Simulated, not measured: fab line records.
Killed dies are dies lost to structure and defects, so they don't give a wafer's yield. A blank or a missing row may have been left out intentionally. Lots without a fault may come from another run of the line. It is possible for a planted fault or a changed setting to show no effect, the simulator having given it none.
One fault seen from 3 desks ; flow n5 finfet ; only its own numbers are on each desk; what lay behind them is given at the end

TOOL OWNER'S DESK, euv scanner-02
The tool's own readings at N5_BEOL_M2_EXPOSE_08 (exposes mask M2): means of the sampled wafers that have a number, for each lot that ran on this tool. A lot is out of limits, marked OUT, if its mean lies more than 4 standard deviations from the usual mean; the brackets give that distance.
Columns: A = focus offset nm at N5_BEOL_M2_EXPOSE_08, usual 0.0 nm
lot;first seen here;A
L160;day 6 21:07;0.4
L161;day 7 09:43;-0.8
L173;day 10 02:28;0.5
L175;day 10 12:07;0.2
L177;day 10 19:05;0.4
L178;day 11 05:49;0.3
Finding of this desk: none of the 6 lots has anything out of limits.

METROLOGY DESK
What the gauges read for every lot (on any tool): the sampled wafers with a number, averaged. A lot is out of limits, marked OUT, if its mean lies more than 4 standard deviations from the usual mean; the brackets give that distance. Of its 12 readings 7 are shown: the one that was out of limits first, and those that lie furthest out on some lot.
Columns: A = M2_ILD_THK at N5_BEOL_M2_THK_MEAS_01, usual 79.5 nm; B = M2_OVL at N5_BEOL_M2_OVL_MEAS_12, usual -0.1 nm; C = DIBL_N at N5_BEOL_M4_RC_MEAS_101, usual 36.9 mV/V; D = DIBL_P at N5_BEOL_M4_RC_MEAS_101, usual 36.7 mV/V; E = IOFF_P at N5_BEOL_M4_RC_MEAS_101, usual 0.22 nA/um; F = VT_N at N5_BEOL_M4_RC_MEAS_101, usual 249 mV; G = VT_P at N5_BEOL_M4_RC_MEAS_101, usual -250 mV
lot;first seen here;A;B;C;D;E;F;G
L160;day 6 19:35;79.0;-0.2;35.9;35.7;0.19;252;-252
L161;day 7 07:25;79.6;0.0;36.9;36.4;0.20;250;-251
L164;day 7 10:28;79.5;-0.8;38.3;39.8;0.23;247;-250
L165;day 7 21:20;80.4;0.3;37.0;38.7;0.24;247;-248
L167;day 8 04:22;79.7;0.5;36.3;36.7;0.23;248;-247
L173;day 10 01:38;77.7;0.3;35.8;35.7;0.17;251;-254
L175;day 10 11:34;79.4;-0.1;37.7;36.1;0.23;246;-249
L177;day 10 18:35;78.8;4.6 (+7.3) OUT;35.4;34.9;0.20;251;-252
L178;day 11 05:02;80.8;3.5 (+5.6) OUT;36.1;34.9;0.25;249;-245
L181;day 11 17:01;79.8;0.3;34.4;33.5;0.18;255;-252
This desk's result: L177, L178 out of limits, first on L177 (M2_OVL at N5_BEOL_M2_OVL_MEAS_12), day 10 19:15. L160, L161, L164, L165, L167, L173, L175, L181 stayed within limits.

THE DEFECT DESK
For each lot, the counts of the inspections along the route, averaged over the sampled wafers that have a number. A lot is out of limits, marked OUT, if its mean lies more than 4 standard deviations from the usual mean; the brackets give that distance.
Columns: A = raw defect count at N5_BEOL_M2_INSPECT_13, usual 446
lot;first seen here;A
L160;day 6 21:20;446
L161;day 7 09:56;235
L164;day 7 11:10;598
L165;day 8 00:25;563
L167;day 8 05:51;655
L173;day 10 02:41;519
L175;day 10 12:19;476
L177;day 10 19:19;416
L178;day 11 06:02;261
L181;day 11 22:10;321
Finding of this desk: none of the 10 lots has anything out of limits.

BROUGHT TOGETHER
An alarm was possible from the metrology desk at day 10 19:15, on L177, L178.
The tool owner's desk saw nothing out of limits.
No out-of-limits result turned up at the defect desk.
Tool owner's desk: L177, L178 on record, inside its limits.
The defect desk has L177, L178 on record, within its limits.
On euv scanner-02, each named lot ran N5_BEOL_M2_EXPOSE_08.

WHAT HAD BEEN PUT IN BY THE SIMULATOR
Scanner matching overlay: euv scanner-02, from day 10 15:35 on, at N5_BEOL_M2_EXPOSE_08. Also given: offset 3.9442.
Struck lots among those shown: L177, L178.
Per desk, hours elapsed from the start of the fault to the first reading out of limits: for the metrology desk, 4.
